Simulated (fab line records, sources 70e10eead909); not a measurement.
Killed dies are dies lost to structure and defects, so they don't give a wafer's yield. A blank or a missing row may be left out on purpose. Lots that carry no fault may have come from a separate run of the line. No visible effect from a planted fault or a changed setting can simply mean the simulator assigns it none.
What tool caused it? + flow nandHarc + 24 lots with 72 wafers sampled at 6 steps, on a route of 1302 steps

WHAT THE GAUGES READ, wafer by wafer
Not one reading of a measure or inspect step in the record can be checked against a usual standard deviation.

EACH LOT AND THE TOOL THAT RAN IT (in order: tool; ch and the chambers of the sampled wafers; start)
| lot  | NHARC_A_CONTACT_ETCH_102          | NHARC_A_CONTACT_ETCH_126           | NHARC_A_CONTACT_ETCH_106          | NHARC_A_CONTACT_DEP_84       | NHARC_A_CONTACT_DEP_85          | NHARC_A_CONTACT_ETCH_136           |
|------|-----------------------------------|------------------------------------|-----------------------------------|------------------------------|---------------------------------|------------------------------------|
| L074 | rieDiel-02 ch 0,2, day 21 06:11   | harCapEtch-03 ch 0,1, day 21 15:12 | rieDiel-02 ch 0,1,2, day 21 17:44 | aclDep-03 ch 0, day 21 18:50 | pecvd-03 ch 0,2, day 21 20:42   | harCapEtch-03 ch 0,1, day 21 23:04 |
| L075 | rieDiel-13 ch 0,2,3, day 22 00:25 | harCapEtch-03 ch 0,1, day 22 10:04 | rieDiel-02 ch 0,1,2, day 22 12:37 | aclDep-03 ch 0, day 22 15:08 | pecvd-01 ch 0,2, day 22 16:35   | harCapEtch-02 ch 0,1, day 22 19:00 |
| L076 | rieDiel-02 ch 0,2,3, day 22 11:22 | harCapEtch-01 ch 0,1, day 22 18:03 | rieDiel-01 ch 1,2,3, day 22 20:56 | aclDep-02 ch 0, day 22 21:37 | pecvd-04 ch 1,2, day 22 23:22   | harCapEtch-02 ch 0,1, day 23 01:47 |
| L077 | rieDiel-02 ch 0,2, day 23 02:01   | harCapEtch-03 ch 0,1, day 23 08:55 | rieDiel-02 ch 2,3, day 23 11:31   | aclDep-01 ch 0, day 23 12:28 | pecvd-03 ch 0,1,2, day 23 14:04 | harCapEtch-03 ch 0,1, day 23 16:25 |
| L078 | rieDiel-02 ch 0,1,2, day 23 03:32 | harCapEtch-01 ch 0,1, day 23 10:23 | rieDiel-02 ch 1,2,3, day 23 12:56 | aclDep-02 ch 0, day 23 13:50 | pecvd-01 ch 0,1,2, day 23 15:35 | harCapEtch-01 ch 0,1, day 23 17:58 |
| L080 | rieDiel-01 ch 0,2,3, day 23 19:04 | harCapEtch-02 ch 0,1, day 24 04:54 | rieDiel-13 ch 0,2,3, day 24 07:26 | aclDep-02 ch 0, day 24 10:26 | pecvd-01 ch 0,2, day 24 12:12   | harCapEtch-03 ch 0,1, day 24 14:46 |
| L079 | rieDiel-01 ch 1,3, day 23 23:07   | harCapEtch-01 ch 0,1, day 24 06:03 | rieDiel-02 ch 0,1,2, day 24 08:33 | aclDep-02 ch 0, day 24 12:09 | pecvd-03 ch 1,2, day 24 13:54   | harCapEtch-02 ch 0,1, day 24 16:26 |
| L082 | rieDiel-01 ch 0,3, day 24 22:59   | harCapEtch-02 ch 1, day 25 06:09   | rieDiel-02 ch 1,2,3, day 25 08:41 | aclDep-01 ch 0, day 25 09:38 | pecvd-03 ch 0,2, day 25 11:07   | harCapEtch-03 ch 1, day 25 13:29   |
| L081 | rieDiel-01 ch 0,2, day 25 03:10   | harCapEtch-01 ch 0,1, day 25 09:47 | rieDiel-02 ch 0,1,2, day 25 12:54 | aclDep-03 ch 0, day 25 14:19 | pecvd-03 ch 0,2, day 25 16:01   | harCapEtch-01 ch 0,1, day 25 18:41 |
| L083 | rieDiel-02 ch 0,2, day 25 20:44   | harCapEtch-01 ch 0,1, day 26 04:09 | rieDiel-13 ch 0,1,3, day 26 07:10 | aclDep-03 ch 0, day 26 09:48 | pecvd-03 ch 0,1,2, day 26 10:58 | harCapEtch-03 ch 0,1, day 26 13:35 |
| L085 | rieDiel-01 ch 1,3, day 25 23:32   | harCapEtch-03 ch 0,1, day 26 06:14 | rieDiel-02 ch 1,2,3, day 26 08:56 | aclDep-03 ch 0, day 26 12:47 | pecvd-01 ch 1,2, day 26 14:32   | harCapEtch-02 ch 0,1, day 26 17:07 |
| L084 | rieDiel-01 ch 0,2,3, day 26 00:22 | harCapEtch-02 ch 0,1, day 26 07:05 | rieDiel-02 ch 0,1,2, day 26 09:37 | aclDep-01 ch 0, day 26 13:35 | pecvd-01 ch 1,2, day 26 15:20   | harCapEtch-01 ch 0,1, day 26 17:56 |
| L086 | rieDiel-02 ch 0,1,2, day 26 11:41 | harCapEtch-03 ch 0,1, day 26 22:53 | rieDiel-02 ch 1,2, day 27 01:29   | aclDep-01 ch 0, day 27 02:13 | pecvd-03 ch 1,2, day 27 03:58   | harCapEtch-01 ch 0,1, day 27 06:32 |
| L088 | rieDiel-01 ch 0,2,3, day 27 07:39 | harCapEtch-03 ch 0,1, day 27 14:25 | rieDiel-13 ch 1,2,3, day 27 16:56 | aclDep-03 ch 0, day 27 17:38 | pecvd-01 ch 0,1, day 27 19:22   | harCapEtch-01 ch 0,1, day 27 22:09 |
| L087 | rieDiel-02 ch 0,2,3, day 27 21:04 | harCapEtch-02 ch 0,1, day 28 05:17 | rieDiel-01 ch 0,1,2, day 28 07:44 | aclDep-03 ch 0, day 28 08:58 | pecvd-03 ch 1,2, day 28 10:09   | harCapEtch-02 ch 0,1, day 28 13:03 |
| L090 | rieDiel-02 ch 1,2, day 28 03:11   | harCapEtch-03 ch 0,1, day 28 10:13 | rieDiel-02 ch 1,3, day 28 12:46   | aclDep-02 ch 0, day 28 14:58 | pecvd-04 ch 0,1, day 28 16:43   | harCapEtch-03 ch 0,1, day 28 19:14 |
| L089 | rieDiel-02 ch 1,3, day 28 11:15   | harCapEtch-01 ch 0,1, day 28 18:05 | rieDiel-02 ch 0,1,3, day 28 20:35 | aclDep-01 ch 0, day 29 01:40 | pecvd-04 ch 0,1, day 29 03:27   | harCapEtch-03 ch 0,1, day 29 05:54 |
| L091 | rieDiel-02 ch 1,2,3, day 29 02:22 | harCapEtch-02 ch 0,1, day 29 09:34 | rieDiel-02 ch 0,1,3, day 29 12:38 | aclDep-02 ch 0, day 29 14:09 | pecvd-01 ch 0,1,2, day 29 15:35 | harCapEtch-01 ch 0,1, day 29 18:05 |
| L092 | rieDiel-02 ch 0,2,3, day 29 03:08 | harCapEtch-01 ch 0,1, day 29 10:40 | rieDiel-01 ch 1,3, day 29 13:20   | aclDep-03 ch 0, day 29 14:00 | pecvd-03 ch 1,2, day 29 15:47   | harCapEtch-03 ch 0,1, day 29 18:17 |
| L093 | rieDiel-13 ch 0,2,3, day 29 18:24 | harCapEtch-01 ch 0,1, day 30 01:10 | rieDiel-01 ch 1,2, day 30 03:50   | aclDep-03 ch 0, day 30 06:23 | pecvd-04 ch 0,1,2, day 30 07:36 | harCapEtch-01 ch 0,1, day 30 10:27 |
| L094 | rieDiel-13 ch 0,1,2, day 29 20:13 | harCapEtch-03 ch 0,1, day 30 02:59 | rieDiel-02 ch 0,1,2, day 30 05:34 | aclDep-03 ch 0, day 30 07:31 | pecvd-03 ch 1,2, day 30 09:16   | harCapEtch-03 ch 0,1, day 30 11:59 |
| L095 | rieDiel-02 ch 0,1,2, day 30 07:41 | harCapEtch-02 ch 0,1, day 30 14:34 | rieDiel-02 ch 1,2,3, day 30 17:06 | aclDep-02 ch 0, day 30 18:17 | pecvd-03 ch 1,2, day 30 20:01   | harCapEtch-02 ch 0,1, day 30 22:29 |
| L096 | rieDiel-02 ch 1,2,3, day 30 19:50 | harCapEtch-01 ch 0,1, day 31 02:37 | rieDiel-13 ch 0,2, day 31 05:05   | aclDep-01 ch 0, day 31 06:44 | pecvd-03 ch 0,2, day 31 07:59   | harCapEtch-01 ch 0,1, day 31 10:24 |
| L097 | rieDiel-02 ch 1,3, day 30 20:10   | harCapEtch-03 ch 0,1, day 31 02:56 | rieDiel-13 ch 1,3, day 31 05:37   | aclDep-02 ch 0, day 31 06:32 | pecvd-03 ch 0,1, day 31 08:19   | harCapEtch-03 ch 0,1, day 31 10:53 |
- NHARC_A_CONTACT_ETCH_102: etches the open film in CF4/O2, target depth 100 nm, overetch 10 nm, time 55 s.
- NHARC_A_CONTACT_ETCH_126: etches the open film in C4F8/O2/Ar, time 197 s, target depth 1918 nm.
- NHARC_A_CONTACT_ETCH_106: etches the open film in CF4/O2, target depth 90 nm, overetch 9 nm, time 49.5 s.
- NHARC_A_CONTACT_DEP_84: deposits aC, target thk 2800 nm.
- NHARC_A_CONTACT_DEP_85: deposits SiON, target thk 60 nm.
- NHARC_A_CONTACT_ETCH_136: etches the open film in C4F8/O2/Ar, time 311 s, target depth 1912 nm.

AS READ BY THE TOOLS THEMSELVES (means over the sampled wafers that have a number; for cases with no such wafer, the mark the record gives instead)
NHARC_A_CONTACT_ETCH_102. Usual: drypumpMotorCurrentA 5.6 A, standard deviation 0.58; oesProductAu 1.005 a.u., standard deviation 0.012; rfVppV 198.1 V, standard deviation 1.4; showerheadPlenumPTorr 1.35 Torr, standard deviation 0.054; throttleValvePct 13.398 %, standard deviation 0.0095.
| lot  | tool       | drypumpMotorCurrentA (A) | oesProductAu (a.u.) | rfVppV (V) | showerheadPlenumPTorr (Torr) | throttleValvePct (%) | flag |
|------|------------|--------------------------|---------------------|------------|------------------------------|----------------------|------|
| L074 | rieDiel-02 | 5.0                      | 1.001               | 196.8      | 1.31                         | 13.412               |      |
| L075 | rieDiel-13 | 5.7                      | 1.000               | 198.8      | 1.37                         | 13.402               |      |
| L076 | rieDiel-02 | 5.5                      | 1.001               | 196.9      | 1.29                         | 13.412               |      |
| L077 | rieDiel-02 | 5.1                      | 1.017               | 197.2      | 1.27                         | 13.388               |      |
| L078 | rieDiel-02 | 5.2                      | 1.015               | 197.1      | 1.30                         | 13.403               |      |
| L080 | rieDiel-01 | 5.6                      | 1.015               | 197.3      | 1.35                         | 13.398               |      |
| L079 | rieDiel-01 | 5.6                      | 1.002               | 198.8      | 1.35                         | 13.397               |      |
| L082 | rieDiel-01 | 5.2                      | 0.997               | 197.6      | 1.36                         | 13.392               |      |
| L081 | rieDiel-01 | 6.0                      | 1.003               | 197.8      | 1.34                         | 13.397               |      |
| L083 | rieDiel-02 | 5.0                      | 1.010               | 199.0      | 1.38                         | 13.390               |      |
| L085 | rieDiel-01 | 5.6                      | 0.993               | 198.6      | 1.35                         | 13.392               |      |
| L084 | rieDiel-01 | 5.6                      | 0.999               | 198.7      | 1.35                         | 13.396               |      |
| L086 | rieDiel-02 | 5.3                      | 1.015               | 198.5      | 1.37                         | 13.397               |      |
| L088 | rieDiel-01 | 5.7                      | 0.996               | 197.1      | 1.34                         | 13.404               |      |
| L087 | rieDiel-02 | 5.5                      | 1.004               | 199.0      | 1.36                         | 13.400               |      |
| L090 | rieDiel-02 | 5.4                      | 0.998               | 199.4      | 1.40                         | 13.400               |      |
| L089 | rieDiel-02 | 6.0                      | 1.007               | 197.2      | 1.32                         | 13.404               |      |
| L091 | rieDiel-02 | 5.8                      | 1.001               | 198.4      | 1.36                         | 13.401               |      |
| L092 | rieDiel-02 | 5.5                      | 1.018               | 197.9      | 1.36                         | 13.397               |      |
| L093 | rieDiel-13 | 5.7                      | 0.993               | 198.3      | 1.36                         | 13.394               |      |
| L094 | rieDiel-13 | 5.9                      | 0.988               | 197.9      | 1.36                         | 13.395               |      |
| L095 | rieDiel-02 | 5.3                      | 1.011               | 199.2      | 1.37                         | 13.399               |      |
| L096 | rieDiel-02 | 5.8                      | 1.004               | 197.2      | 1.36                         | 13.392               |      |
| L097 | rieDiel-02 | 6.0                      | 1.005               | 197.4      | 1.32                         | 13.403               |      |

NHARC_A_CONTACT_ETCH_106. Usual: drypumpMotorCurrentA 5.6 A, standard deviation 0.57; oesProductAu 1.004 a.u., standard deviation 0.012; rfVppV 198.1 V, standard deviation 1.4; showerheadPlenumPTorr 1.35 Torr, standard deviation 0.059; throttleValvePct 13.398 %, standard deviation 0.01.
| lot  | tool       | drypumpMotorCurrentA (A) | oesProductAu (a.u.) | rfVppV (V) | showerheadPlenumPTorr (Torr) | throttleValvePct (%) | flag |
|------|------------|--------------------------|---------------------|------------|------------------------------|----------------------|------|
| L074 | rieDiel-02 | 5.3                      | 1.007               | 197.2      | 1.30                         | 13.386               |      |
| L075 | rieDiel-02 | 5.3                      | 1.006               | 196.7      | 1.30                         | 13.400               |      |
| L076 | rieDiel-01 | 5.8                      | 1.009               | 197.7      | 1.34                         | 13.393               |      |
| L077 | rieDiel-02 | 6.0                      | 0.997               | 196.5      | 1.28                         | 13.404               |      |
| L078 | rieDiel-02 | 5.8                      | 1.007               | 197.0      | 1.29                         | 13.398               |      |
| L080 | rieDiel-13 | 5.7                      | 0.998               | 198.1      | 1.37                         | 13.397               |      |
| L079 | rieDiel-02 | 5.3                      | 1.022               | 196.2      | 1.30                         | 13.409               |      |
| L082 | rieDiel-02 | 5.8                      | 1.008               | 199.2      | 1.36                         | 13.394               |      |
| L081 | rieDiel-02 | 5.3                      | 1.006               | 197.6      | 1.37                         | 13.396               |      |
| L083 | rieDiel-13 | 6.1                      | 1.006               | 199.7      | 1.42                         | 13.399               |      |
| L085 | rieDiel-02 | 5.8                      | 1.006               | 198.8      | 1.36                         | 13.401               |      |
| L084 | rieDiel-02 | 5.3                      | 1.006               | 197.9      | 1.37                         | 13.405               |      |
| L086 | rieDiel-02 | 5.5                      | 1.012               | 197.6      | 1.36                         | 13.404               |      |
| L088 | rieDiel-13 | 5.9                      | 0.998               | 198.9      | 1.37                         | 13.398               |      |
| L087 | rieDiel-01 | 5.8                      | 0.995               | 198.5      | 1.35                         | 13.397               |      |
| L090 | rieDiel-02 | 6.0                      | 1.007               | 197.0      | 1.32                         | 13.388               |      |
| L089 | rieDiel-02 | 5.7                      | 1.014               | 198.1      | 1.32                         | 13.397               |      |
| L091 | rieDiel-02 | 5.7                      | 1.015               | 197.8      | 1.32                         | 13.389               |      |
| L092 | rieDiel-01 | 5.5                      | 0.994               | 198.2      | 1.35                         | 13.385               |      |
| L093 | rieDiel-01 | 6.0                      | 1.002               | 197.3      | 1.33                         | 13.400               |      |
| L094 | rieDiel-02 | 5.3                      | 1.007               | 198.0      | 1.37                         | 13.397               |      |
| L095 | rieDiel-02 | 5.8                      | 1.005               | 198.4      | 1.36                         | 13.396               |      |
| L096 | rieDiel-13 | 5.7                      | 0.987               | 197.7      | 1.35                         | 13.393               |      |
| L097 | rieDiel-13 | 6.3                      | 0.994               | 199.3      | 1.42                         | 13.401               |      |

NHARC_A_CONTACT_DEP_84. Usual: 35.001 % for throttleValvePct, sd 0.0087.
| lot  | tool      | throttleValvePct (%) | flag |
|------|-----------|----------------------|------|
| L074 | aclDep-03 | 34.998               |      |
| L075 | aclDep-03 | 34.995               |      |
| L076 | aclDep-02 | 34.999               |      |
| L077 | aclDep-01 | 34.999               |      |
| L078 | aclDep-02 | 35.007               |      |
| L080 | aclDep-02 | 34.994               |      |
| L079 | aclDep-02 | 35.004               |      |
| L082 | aclDep-01 | 35.000               |      |
| L081 | aclDep-03 | 35.008               |      |
| L083 | aclDep-03 | 35.003               |      |
| L085 | aclDep-03 | 34.997               |      |
| L084 | aclDep-01 | 35.003               |      |
| L086 | aclDep-01 | 35.003               |      |
| L088 | aclDep-03 | 35.012               |      |
| L087 | aclDep-03 | 34.998               |      |
| L090 | aclDep-02 | 34.999               |      |
| L089 | aclDep-01 | 34.998               |      |
| L091 | aclDep-02 | 34.992               |      |
| L092 | aclDep-03 | 34.999               |      |
| L093 | aclDep-03 | 35.005               |      |
| L094 | aclDep-03 | 35.005               |      |
| L095 | aclDep-02 | 35.004               |      |
| L096 | aclDep-01 | 34.999               |      |
| L097 | aclDep-02 | 35.002               |      |

NHARC_A_CONTACT_DEP_85. Usual: chamberPressureTorr 3.499 Torr, standard deviation 0.0073; heaterPowerW 781 W, standard deviation 82.
| lot  | tool     | chamberPressureTorr (Torr) | heaterPowerW (W) | flag |
|------|----------|----------------------------|------------------|------|
| L074 | pecvd-03 | 3.504                      | 902              |      |
| L075 | pecvd-01 | 3.499                      | 856              |      |
| L076 | pecvd-04 | 3.498                      | 665              |      |
| L077 | pecvd-03 | 3.497                      | 829              |      |
| L078 | pecvd-01 | 3.499                      | 818              |      |
| L080 | pecvd-01 | 3.503                      | 812              |      |
| L079 | pecvd-03 | 3.490                      | 762              |      |
| L082 | pecvd-03 | 3.497                      | 876              |      |
| L081 | pecvd-03 | 3.492                      | 907              |      |
| L083 | pecvd-03 | 3.493                      | 789              |      |
| L085 | pecvd-01 | 3.498                      | 777              |      |
| L084 | pecvd-01 | 3.501                      | 790              |      |
| L086 | pecvd-03 | 3.503                      | 804              |      |
| L088 | pecvd-01 | 3.496                      | 783              |      |
| L087 | pecvd-03 | 3.504                      | 819              |      |
| L090 | pecvd-04 | 3.502                      | 664              |      |
| L089 | pecvd-04 | 3.504                      | 673              |      |
| L091 | pecvd-01 | 3.497                      | 774              |      |
| L092 | pecvd-03 | 3.499                      | 791              |      |
| L093 | pecvd-04 | 3.501                      | 686              |      |
| L094 | pecvd-03 | 3.500                      | 769              |      |
| L095 | pecvd-03 | 3.495                      | 841              |      |
| L096 | pecvd-03 | 3.502                      | 863              |      |
| L097 | pecvd-03 | 3.499                      | 835              |      |

THE ANSWER, worked out from the rows above alone
Rule: take the mean of a lot's wafers that have a number; if it is more than 3 standard deviations from the usual mean, the lot is off. Also off: a lot with no number at a reading for which 4 or more lots have one. All remaining lots with rows at the step are treated as sound. Order of review: gauges by route order, followed by the tools' own readings, for which a lot's mean as printed above is used. At the first step where some lot is off, the reading lying furthest off is the one used; lots without a number count as furthest.
No lot is off on any of the readings shown, so nothing can be concluded from this.

WHAT HAD BEEN PUT IN BY THE SIMULATOR
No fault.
